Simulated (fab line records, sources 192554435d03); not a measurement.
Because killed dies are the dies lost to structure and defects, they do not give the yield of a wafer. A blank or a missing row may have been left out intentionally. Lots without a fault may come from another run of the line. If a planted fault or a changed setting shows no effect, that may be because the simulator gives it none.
Which tool did it? + flow n5_finfet + 63 wafers from 21 lots sampled at 2 of the route's 1938 steps

WHAT THE GAUGES SHOWED, per wafer
N5_HKMG_FIN_INSPECT_61: inspects for defects (macro).
| lot  | measured    | on                | raw_defect_count |
|------|-------------|-------------------|------------------|
| L075 | day 4 14:37 | defect_inspect-01 | 2 4 1            |
| L076 | day 4 14:47 | defect_inspect-02 | 3 2 4            |
| L078 | day 4 22:19 | defect_inspect-02 | 4 2 1            |
| L077 | day 5 01:39 | defect_inspect-02 | 2 3 1            |
| L080 | day 5 13:54 | defect_inspect-02 | 0 2 2            |
| L079 | day 5 14:18 | defect_inspect-01 | 1 1 3            |
| L081 | day 5 18:16 | defect_inspect-02 | 4 1 1            |
| L082 | day 6 02:55 | defect_inspect-02 | 1 1 0            |
| L084 | day 6 09:39 | defect_inspect-01 | 4 1 1            |
| L085 | day 6 20:01 | defect_inspect-02 | 3 1 2            |
| L086 | day 7 04:21 | defect_inspect-02 | 1 2 5            |
| L087 | day 7 06:20 | defect_inspect-02 | 1 2 3            |
| L088 | day 7 16:33 | defect_inspect-02 | 1 0 2            |
| L089 | day 8 00:22 | defect_inspect-01 | 1 0 6            |
| L090 | day 8 01:14 | defect_inspect-01 | 3 3 2            |
| L091 | day 8 05:01 | defect_inspect-01 | 5 0 2            |
| L093 | day 8 22:11 | defect_inspect-01 | 4 3 4            |
| L094 | day 9 01:46 | defect_inspect-02 | 3 2 8            |
| L095 | day 9 08:32 | defect_inspect-02 | 2 1 0            |
| L096 | day 9 13:38 | defect_inspect-01 | 1 1 2            |
| L097 | day 9 18:02 | defect_inspect-02 | 0 3 3            |

TOOL THAT RAN EACH LOT (tool first, then ch and the chambers of the sampled wafers, then the start)
| lot  | N5_DUMMY_REMOVAL_HM_STRIP_01      |
|------|-----------------------------------|
| L075 | rie_diel-04 ch 0,2,3, day 4 13:01 |
| L076 | rie_diel-06 ch 1,2,3, day 4 13:01 |
| L078 | rie_diel-06 ch 2,3, day 4 20:41   |
| L077 | rie_diel-02 ch 0,1, day 5 00:13   |
| L080 | rie_diel-04 ch 2,3, day 5 11:59   |
| L079 | rie_diel-04 ch 1,2, day 5 12:12   |
| L081 | rie_diel-06 ch 0,1, day 5 16:43   |
| L082 | rie_diel-02 ch 0,1,2, day 6 01:21 |
| L084 | rie_diel-06 ch 0,2,3, day 6 08:13 |
| L085 | rie_diel-02 ch 0,3, day 6 18:35   |
| L086 | rie_diel-04 ch 0,1, day 7 02:48   |
| L087 | rie_diel-06 ch 0,1,2, day 7 04:42 |
| L088 | rie_diel-02 ch 0,2,3, day 7 14:47 |
| L089 | rie_diel-04 ch 0,1, day 7 22:49   |
| L090 | rie_diel-02 ch 1,2,3, day 7 23:38 |
| L091 | rie_diel-04 ch 1,2, day 8 03:19   |
| L093 | rie_diel-04 ch 1,2,3, day 8 20:37 |
| L094 | rie_diel-04 ch 0,1,3, day 9 00:20 |
| L095 | rie_diel-02 ch 0,3, day 9 07:03   |
| L096 | rie_diel-04 ch 0,1,3, day 9 12:04 |
| L097 | rie_diel-04 ch 2,3, day 9 16:29   |
- N5_DUMMY_REMOVAL_HM_STRIP_01: strips SiNx in CH3F/O2, stops on poly-Si, target depth 4 nm, time 6.8 s.

WHAT THE TOOLS THEMSELVES READ (means of the sampled wafers that have a number; where no wafer has one, the mark that the record gives instead)
N5_DUMMY_REMOVAL_HM_STRIP_01.
| lot  | tool        | drypump_motor_current_A (A) | oes_product_au (a.u.) | rf_vpp_V (V) | showerhead_plenum_p_Torr (Torr) | throttle_valve_pct (%) |
|------|-------------|-----------------------------|-----------------------|--------------|---------------------------------|------------------------|
| L075 | rie_diel-04 | 5.5                         | 0.57                  | 127.9        | 2.01                            | 16.44                  |
| L076 | rie_diel-06 | 5.4                         | 0.61                  | 127.2        | 1.98                            | 16.42                  |
| L078 | rie_diel-06 | 5.2                         | 0.60                  | 126.7        | 2.02                            | 16.45                  |
| L077 | rie_diel-02 | 5.7                         | 0.60                  | 127.6        | 2.00                            | 16.34                  |
| L080 | rie_diel-04 | 5.3                         | 0.59                  | 128.1        | 2.05                            | 16.45                  |
| L079 | rie_diel-04 | 5.6                         | 0.61                  | 127.5        | 2.04                            | 16.49                  |
| L081 | rie_diel-06 | 5.4                         | 0.66                  | 127.0        | 1.94                            | 16.21                  |
| L082 | rie_diel-02 | 5.6                         | 0.59                  | 127.4        | 1.98                            | 16.29                  |
| L084 | rie_diel-06 | 5.2                         | 0.65                  | 127.3        | 1.99                            | 16.35                  |
| L085 | rie_diel-02 | 5.5                         | 0.58                  | 127.8        | 2.02                            | 16.53                  |
| L086 | rie_diel-04 | 6.1                         | 0.65                  | 127.0        | 1.93                            | 16.37                  |
| L087 | rie_diel-06 | 5.3                         | 0.63                  | 127.2        | 1.98                            | 16.26                  |
| L088 | rie_diel-02 | 5.5                         | 0.58                  | 127.3        | 1.99                            | 16.47                  |
| L089 | rie_diel-04 | 5.9                         | 0.71                  | 127.1        | 1.95                            | 16.21                  |
| L090 | rie_diel-02 | 5.8                         | 0.59                  | 127.2        | 1.95                            | 16.31                  |
| L091 | rie_diel-04 | 5.9                         | 0.58                  | 128.4        | 1.97                            | 16.53                  |
| L093 | rie_diel-04 | 5.7                         | 0.57                  | 127.5        | 1.99                            | 16.51                  |
| L094 | rie_diel-04 | 5.9                         | 0.63                  | 127.1        | 1.95                            | 16.36                  |
| L095 | rie_diel-02 | 5.5                         | 0.71                  | 127.0        | 2.01                            | 16.26                  |
| L096 | rie_diel-04 | 5.9                         | 0.62                  | 127.2        | 1.95                            | 16.37                  |
| L097 | rie_diel-04 | 5.3                         | 0.58                  | 127.2        | 2.04                            | 16.49                  |

THE ANSWER, worked out from the rows above alone
Rule: the lots themselves supply what counts as usual. Put in order of their means at a reading, lots are off if they are a third of the lots or fewer, leave a main group of 4 or more, and stand apart from it by a gap of 3 or more times the standard deviation of the main group's means; of several such gaps the widest counts. A main group is skipped when, at the precision printed for the reading in the tables above, its means are all equal. Also off: a lot with no number at a reading for which 4 or more lots have one. Any other lot the step has rows for is counted as sound. Order of review: gauges by route order, followed by the tools' own readings, for which a lot's mean as printed above is used. The first step at which some lot is off is used, and at that step the reading that is off furthest; a lot without a number counts as furthest.
No lot is off on any of the readings shown, so nothing can be concluded from this.

WHAT WAS PUT IN BY THE SIMULATOR
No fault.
